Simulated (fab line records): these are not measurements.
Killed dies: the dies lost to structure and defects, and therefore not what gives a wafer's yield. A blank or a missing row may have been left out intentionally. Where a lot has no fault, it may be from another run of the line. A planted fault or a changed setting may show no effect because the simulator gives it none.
fab line records    flow n5_finfet    part 1 of 2: steps 1 to 5 of 6
record: lots: 11  wafers: 30  last_day: 15
route steps=1938 shown HKMG_FIN@414 BEOL_M4@1096 BEOL_M5@1113 PASSIVATION@1936
lots that met no fault: from a run of the same line without faults
start_h: hours from the record's opening day to when the first of the lot's shown wafers began    wait_h: time in hours since the lot's previous step    " unchanged from the row above    L1.1+2: a row that stands for several wafers    - no value present, or no start provided    * or withheld: withheld    < > ~ a bound
route shown NAME@n: names a module that has steps shown in the file, with the first one's number in the route    usual: mean and standard deviation over wafers with no fault    same: alike in all rows    chamber/n: place in a boat    sites: readings site by site    _std_site: standard deviation across them    _edge_site: the outer-site mean with the inner-site mean subtracted    radius_mm: how far each site lies from the wafer's centre    mask NAME#n: copy n    behind: the last tool/chamber to shape the wafer    hold: reason for holding the lot/hours on hold/outcome of the hold    device: which transistor (n, p or np) failed to switch    end of line: the tests these same wafers got at the end of their route    a step with no rows: only its recipe    killed: at the first sort, the dies lost to defects and structure; wafer yield is something else    map: dies across one wafer; x = killed, . = not, _ = none there
set.NAME: setting as actually run; set.NAME@STEP: the setting as run at that earlier step    model.NAME: the simulator's own value behind a step, which no gauge read
the route's steps for a sample of lots (tables are steps, rows are wafers)
services: when a tool's chamber went out of use (start_h, in hours from the record's first day, below 0 if earlier), for how many hours, and the reason
== steps ==
step: N5_HKMG_FIN_RTA_80
recipe: temp_c: withheld  time_s: 2  ambient: N2  idle_temp_c: 600  ramp_up_c_per_s: 150  ramp_down_c_per_s: 60  cool_to_c: 600
lot.wafer   tool           chamber  start_h  wait_h
L500.4+6    rtp_anneal-02  0        74.09    0.1
L501.1+2+4  rtp_anneal-02  0        84.21    0.1
L502.2+3    rtp_anneal-02  0        87.72    0.1
L504.1+4+5  rtp_anneal-02  0        96.73    0.1
L505.3+4+6  rtp_anneal-01  0        103.53   0.1
L506.1+3+4  rtp_anneal-01  0        109.94   0.1
L507.2+3+5  rtp_anneal-01  0        116.29   0.3
L508.3+4+6  rtp_anneal-01  0        125.57   0.3
L509.5+6    rtp_anneal-01  0        127.60   0.3
L510.2+4+6  rtp_anneal-01  0        134.76   0.3
L511.1+2+6  rtp_anneal-01  0        137.50   0.1
step: N5_BEOL_M4_SPUTTER_92
recipe: material: Cu  target_thk_a: 45  temp_c: -20  chamber_pressure_pa: 0.07  power_w: withheld  time_s: 8.29
usual: chuck_gas_flow_sccm: 1.27/0.05  substrate_temp_c: -19.99/0.1  throttle_valve_pct: 30.3/0.96
lot.wafer  tool            chamber  start_h  wait_h  chuck_gas_flow_sccm  substrate_temp_c  throttle_valve_pct
L500.4     pvd_sputter-01  -        159.90   0.1     1.34                 -19.95            28.4
L500.6     "               -        "        "       1.28                 -19.93            28.5
L501.1     pvd_sputter-01  -        176.87   0.1     1.27                 -20.09            28.8
L501.2     "               -        "        "       1.28                 -20.20            30.0
L501.4     "               -        "        "       1.27                 -19.85            30.4
L502.2     pvd_sputter-03  -        189.82   0.1     1.26                 -19.98            29.3
L502.3     "               -        "        "       1.26                 -19.93            30.5
L504.1     pvd_sputter-02  -        194.12   0.1     1.10                 -20.11            30.2
L504.4     "               -        "        "       1.35                 -20.02            29.7
L504.5     "               -        "        "       1.25                 -19.88            29.8
L505.3     pvd_sputter-02  -        196.26   0.1     1.20                 -19.81            30.0
L505.4     "               -        "        "       1.23                 -19.93            31.8
L505.6     "               -        "        "       1.26                 -20.00            30.2
L506.1     pvd_sputter-01  -        196.81   0.1     1.25                 -19.99            30.1
L506.3     "               -        "        "       1.29                 -20.05            31.8
L506.4     "               -        "        "       1.36                 -19.90            28.7
L507.2     pvd_sputter-03  -        198.08   0.1     1.18                 -19.95            29.2
L507.3     "               -        "        "       1.26                 -20.06            30.7
L507.5     "               -        "        "       1.32                 -20.25            29.6
L508.3     pvd_sputter-03  -        231.38   0.1     1.26                 -20.11            30.6
L508.4     "               -        "        "       1.30                 -19.81            29.1
L508.6     "               -        "        "       1.36                 -19.96            30.6
L509.5     pvd_sputter-01  -        232.17   0.0     1.30                 -19.99            31.7
L509.6     "               -        "        "       1.22                 -20.08            28.6
L510.2     pvd_sputter-03  -        237.22   0.1     1.31                 -20.08            30.7
L510.4     "               -        "        "       1.22                 -20.09            29.4
L510.6     "               -        "        "       1.31                 -19.93            31.2
L511.1     pvd_sputter-02  -        254.32   0.1     1.29                 -19.83            31.8
L511.2     "               -        "        "       1.26                 -20.07            30.3
L511.6     "               -        "        "       1.28                 -19.97            30.1
step: N5_BEOL_M4_DEP_57
recipe: material: SiCN  target_thk_a: 80  temp_c: withheld  precursor: 3MS/NH3  pressure_torr: 3  rf_w: 202  time_s: 14
usual: showerhead_plenum_p_Torr: 3.670/0.013  throttle_valve_pct: 9.0/0.35
lot.wafer  tool      chamber  start_h  wait_h  showerhead_plenum_p_Torr  throttle_valve_pct
L500.4     pecvd-01  1        161.59   0.0     3.686                     8.5
L500.6     "         2        "        "       3.667                     8.7
L501.1     pecvd-03  0        178.29   0.0     3.659                     8.9
L501.2     "         1        "        "       3.638                     9.2
L501.4     "         2        "        "       3.661                     9.2
L502.2     pecvd-03  1        191.24   0.0     3.639                     9.2
L502.3     "         0        "        "       3.672                     9.1
L504.1     pecvd-04  2        195.71   0.0     3.671                     8.8
L504.4     "         0        "        "       3.658                     8.9
L504.5     "         1        "        "       3.686                     9.6
L505.3     pecvd-01  2        197.68   0.0     3.662                     8.7
L505.4     "         1        "        "       3.690                     8.8
L505.6     "         0        "        "       3.681                     8.6
L506.1     pecvd-03  0        198.23   0.0     3.660                     9.0
L506.3     "         2        "        "       3.666                     9.2
L506.4     "         0        "        "       3.667                     8.9
L507.2     pecvd-04  1        199.50   0.0     3.672                     9.7
L507.3     "         2        "        "       3.681                     9.0
L507.5     "         1        "        "       3.667                     9.6
L508.3     pecvd-04  0        232.80   0.0     3.679                     9.1
L508.4     "         2        "        "       3.677                     8.6
L508.6     "         1        "        "       3.665                     9.8
L509.5     pecvd-04  1        233.58   0.0     3.674                     9.6
L509.6     "         0        "        "       3.663                     9.2
L510.2     pecvd-04  1        238.64   0.0     3.676                     9.5
L510.4     "         1        "        "       3.674                     9.6
L510.6     "         2        "        "       3.674                     8.6
L511.1     pecvd-03  1        255.74   0.0     3.628                     9.3
L511.2     "         2        "        "       3.653                     8.7
L511.6     "         1        "        "       3.646                     9.5
step: N5_BEOL_M4_RC_MEAS_101
usual: DIBL_N: 36.1/2  DIBL_P: 36.3/2.5  IGATE_N: 0.0133/0.0017  IGATE_P: 0.0039/0.0005  IOFF_N: 0.16/0.037  IOFF_P: 0.21/0.039  IOFF_P_85C: 3.7/0.55  IOFF_P_LIN: 0.102/0.014  IOFF_P_LONG: 0.000106/9.9e-06  ION_N: 678/15  ION_P: 465/8.7  SS_N: 71.4/0.7  SS_P: 73.3/0.74  VT_N: 249/3.6  VT_N_LVT: 97/3.8  VT_P: -250.0/2.9  VT_P_LONG: -275/3
lot.wafer  tool       chamber  start_h  wait_h  DIBL_N[mV/V]  DIBL_P[mV/V]  IGATE_N[nA/um]  IGATE_P[nA/um]  IOFF_N[nA/um]  IOFF_P[nA/um]  IOFF_P_85C[nA/um]  IOFF_P_LIN[nA/um]  IOFF_P_LONG[nA/um]  ION_N[uA/um]  ION_P[uA/um]  SS_N[mV/dec]  SS_P[mV/dec]  VT_N[mV]  VT_N_LVT[mV]  VT_P[mV]  VT_P_LONG[mV]
L500.4     prober-01  0        162.15   0.5     35.5          36.4          0.0155          0.0046          0.16           0.26           4.2                0.122              0.000128            669           475           72.2          73.6          251       97            -243.3    -269
L500.6     "          0        "        "       33.2          33.5          0.0126          0.0037          0.11           0.20           3.5                0.103              0.000126            649           462           71.1          72.7          257       103           -247.6    -268
L501.1     prober-02  0        178.41   0.0     38.3          39.1          0.0123          0.0036          0.24           0.29           4.7                0.131              0.000127            711           482           71.9          73.6          241       90            -245.8    -270
L501.2     "          0        "        "       35.3          35.5          0.0129          0.0037          0.16           0.22           3.7                0.106              0.00012             670           465           71.7          71.8          249       96            -248.4    -271
L501.4     "          0        "        "       35.2          36.0          0.0152          0.0044          0.16           0.23           3.9                0.110              0.000118            671           465           71.8          72.8          245       95            -249.0    -273
L502.2     prober-01  0        191.52   0.2     35.7          35.4          0.0119          0.0035          0.14           0.17           3.1                0.084              9.2e-05             675           457           70.6          73.0          254       100           -255.2    -277
L502.3     "          0        "        "       37.6          37.8          0.0166          0.0049          0.18           0.22           3.8                0.101              9.3e-05             674           460           72.1          74.7          249       96            -249.7    -276
L504.1     prober-01  0        195.83   0.0     37.2          35.6          0.0128          0.0037          0.17           0.23           3.9                0.105              0.000104            688           472           71.7          74.1          249       96            -251.1    -273
L504.4     "          0        "        "       39.2          36.4          0.0132          0.0038          0.20           0.25           4.2                0.110              0.000102            681           459           72.3          73.8          247       95            -249.6    -274
L504.5     "          0        "        "       38.7          36.8          0.0123          0.0036          0.18           0.26           4.2                0.114              0.000105            688           473           72.6          73.2          249       96            -251.2    -273
L505.3     prober-02  0        198.11   0.3     36.2          37.4          0.0145          0.0043          0.16           0.21           3.7                0.100              9.5e-05             679           463           71.7          73.2          249       97            -253.5    -280
L505.4     "          0        "        "       34.6          35.8          0.0147          0.0043          0.13           0.18           3.2                0.088              9.1e-05             671           466           71.1          72.5          256       99            -253.8    -279
L505.6     "          0        "        "       37.3          39.0          0.0157          0.0047          0.19           0.23           3.9                0.105              8.7e-05             688           467           72.2          74.0          250       94            -251.7    -280
L506.1     prober-01  0        198.46   0.1     34.8          35.2          0.0107          0.0033          0.14           0.18           3.2                0.089              0.000116            687           470           71.5          72.7          251       99            -250.1    -277
L506.3     "          0        "        "       34.5          35.1          0.0132          0.0041          0.13           0.17           3.2                0.086              9.8e-05             670           459           71.3          73.1          251       100           -251.9    -275
L506.4     "          0        "        "       38.4          40.7          0.0130          0.0039          0.21           0.27           4.5                0.116              0.000104            687           472           72.4          74.3          244       93            -245.6    -276
L507.2     prober-02  0        199.78   0.2     32.3          30.4          0.0132          0.0040          0.09           0.14           2.5                0.075              0.000111            653           459           70.1          71.2          257       104           -253.7    -275
L507.3     "          0        "        "       34.5          33.9          0.0140          0.0042          0.12           0.18           3.2                0.092              0.00012             666           465           71.4          73.0          251       100           -250.1    -273
L507.5     "          0        "        "       37.8          38.5          0.0134          0.0040          0.17           0.25           4.2                0.114              0.000111            672           467           71.9          73.8          248       97            -247.8    -272
L508.3     prober-02  0        233.23   0.3     38.9          40.1          0.0139          0.0041          0.20           0.21           3.6                0.095              9.1e-05             675           456           72.3          73.5          250       97            -253.0    -281
L508.4     "          0        "        "       35.9          37.6          0.0166          0.0047          0.15           0.18           3.2                0.086              9e-05               673           453           71.5          72.7          252       97            -254.6    -283
L508.6     "          0        "        "       36.7          38.4          0.0153          0.0043          0.16           0.19           3.3                0.086              8.8e-05             670           452           72.0          72.8          252       98            -253.3    -283
L509.5     prober-01  0        234.30   0.6     33.9          33.0          0.0130          0.0039          0.12           0.17           3.1                0.088              0.000105            663           464           71.1          72.9          255       101           -251.0    -272
L509.6     "          0        "        "       37.4          38.3          0.0103          0.0030          0.17           0.26           4.3                0.117              0.000112            678           469           71.9          74.4          249       96            -245.3    -274
L510.2     prober-02  0        238.91   0.2     33.1          33.0          0.0185          0.0055          0.11           0.47           7.1                0.234              0.000241            670           504           71.5          73.7          251       132           -224.7    -248
L510.4     "          0        "        "       35.2          34.9          0.0187          0.0057          0.14           0.54           8.0                0.259              0.000238            678           498           71.8          74.1          249       127           -226.0    -248
L510.6     "          0        "        "       34.7          34.7          0.0185          0.0055          0.14           0.50           7.6                0.247              0.000234            676           501           71.8          73.3          250       127           -225.0    -250
L511.1     prober-01  0        255.86   0.0     32.8          32.0          0.0176          0.0052          0.11           0.47           7.1                0.244              0.000276            659           499           70.8          72.4          255       129           -225.1    -243
L511.2     "          0        "        "       34.2          33.3          0.0151          0.0045          0.12           0.49           7.3                0.246              0.000262            668           501           71.1          74.0          254       128           -224.3    -244
L511.6     "          0        "        "       37.7          37.5          0.0197          0.0058          0.17           0.66           9.5                0.299              0.000251            660           491           73.1          74.0          250       127           -223.0    -246
step: N5_BEOL_M5_CURE_79
recipe: temp_c: 385  time_s: 240  ambient: He/Ar  material: SiCOH_lowk
usual: lamp_power_pct: 52.32/0.053  wafer_temp_C_max: 386.5/0.48
lot.wafer  tool        chamber  start_h  wait_h  lamp_power_pct  wafer_temp_C_max
L500.4     uv_cure-01  1        162.95   0.3     52.33           386.6
L500.6     "           1        "        "       52.40           387.0
L501.1     uv_cure-03  0        179.69   0.3     52.38           386.1
L501.2     "           0        "        "       52.20           385.8
L501.4     "           0        "        "       52.42           386.9
L502.2     uv_cure-03  0        192.46   0.1     52.26           386.4
L502.3     "           0        "        "       52.30           386.4
L504.1     uv_cure-02  0        196.85   0.0     52.27           386.5
L504.4     "           0        "        "       52.33           386.4
L504.5     "           0        "        "       52.35           387.2
L505.3     uv_cure-01  1        198.98   0.2     52.29           386.9
L505.4     "           1        "        "       52.29           387.4
L505.6     "           1        "        "       52.31           387.7
L506.1     uv_cure-01  2        199.49   0.0     52.43           386.8
L506.3     "           2        "        "       52.30           386.2
L506.4     "           2        "        "       52.32           386.2
L507.2     uv_cure-01  2        200.73   0.1     52.39           385.9
L507.3     "           2        "        "       52.37           386.0
L507.5     "           2        "        "       52.35           385.9
L508.3     uv_cure-02  0        234.10   0.2     52.36           387.1
L508.4     "           0        "        "       52.28           387.0
L508.6     "           0        "        "       52.38           387.2
L509.5     uv_cure-02  1        235.03   0.3     52.28           386.5
L509.6     "           1        "        "       52.34           386.7
L510.2     uv_cure-01  1        239.89   0.1     52.23           385.9
L510.4     "           1        "        "       52.23           386.5
L510.6     "           1        "        "       52.20           386.6
L511.1     uv_cure-01  2        256.88   0.0     52.30           386.3
L511.2     "           2        "        "       52.32           386.2
L511.6     "           2        "        "       52.36           386.3
== key ==
first_sign: step: N5_BEOL_M4_RC_MEAS_101  reading: IOFF_P_LONG  direction: up  sigmas: 15  usual: 0.000106  struck: 0.00025
effect: step: N5_BEOL_M4_RC_MEAS_101  reading: IOFF_P_LIN  direction: up  sigmas: 11  usual: 0.102  struck: 0.255
effect: step: N5_BEOL_M4_RC_MEAS_101  reading: VT_P_LONG  direction: up  sigmas: 9.5  usual: -275  struck: -247
effect: step: N5_BEOL_M4_RC_MEAS_101  reading: VT_P  direction: up  sigmas: 8.6  usual: -250.0  struck: -224.7
effect: step: N5_BEOL_M4_RC_MEAS_101  reading: VT_N_LVT  direction: up  sigmas: 8.3  usual: 97  struck: 128
effect: step: N5_BEOL_M4_RC_MEAS_101  reading: IOFF_P  direction: up  sigmas: 7.9  usual: 0.21  struck: 0.52
effect: step: N5_BEOL_M4_RC_MEAS_101  reading: IOFF_P_85C  direction: up  sigmas: 7.4  usual: 3.7  struck: 7.8
effect: step: N5_BEOL_M4_RC_MEAS_101  reading: ION_P  direction: up  sigmas: 3.9  usual: 465  struck: 499
effect: step: N5_BEOL_M4_RC_MEAS_101  reading: IGATE_P  direction: up  sigmas: 2.9  usual: 0.0039  struck: 0.0054
effect: step: N5_BEOL_M4_RC_MEAS_101  reading: IGATE_N  direction: up  sigmas: 2.7  usual: 0.0133  struck: 0.0180
effect: step: N5_PASSIVATION_PROBE_49  reading: sort_bin_4_leakage  direction: up  sigmas: 99+  usual: 0  struck: 10.08
met_at N5_HKMG_FIN_RTA_80
struck_lots L510,L511
not_acting_at N5_BEOL_M4_SPUTTER_92,N5_BEOL_M4_DEP_57,N5_BEOL_M5_CURE_79
onset_between 127.60 134.76
also_fits time
fault: kind: process_parameter_drift  tool: rtp_anneal-01  chamber: -  onset_h: 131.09  steps: N5_HKMG_FIN_RTA_80  channel: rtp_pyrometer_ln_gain  offset: 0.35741  shape: step  end_h: 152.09
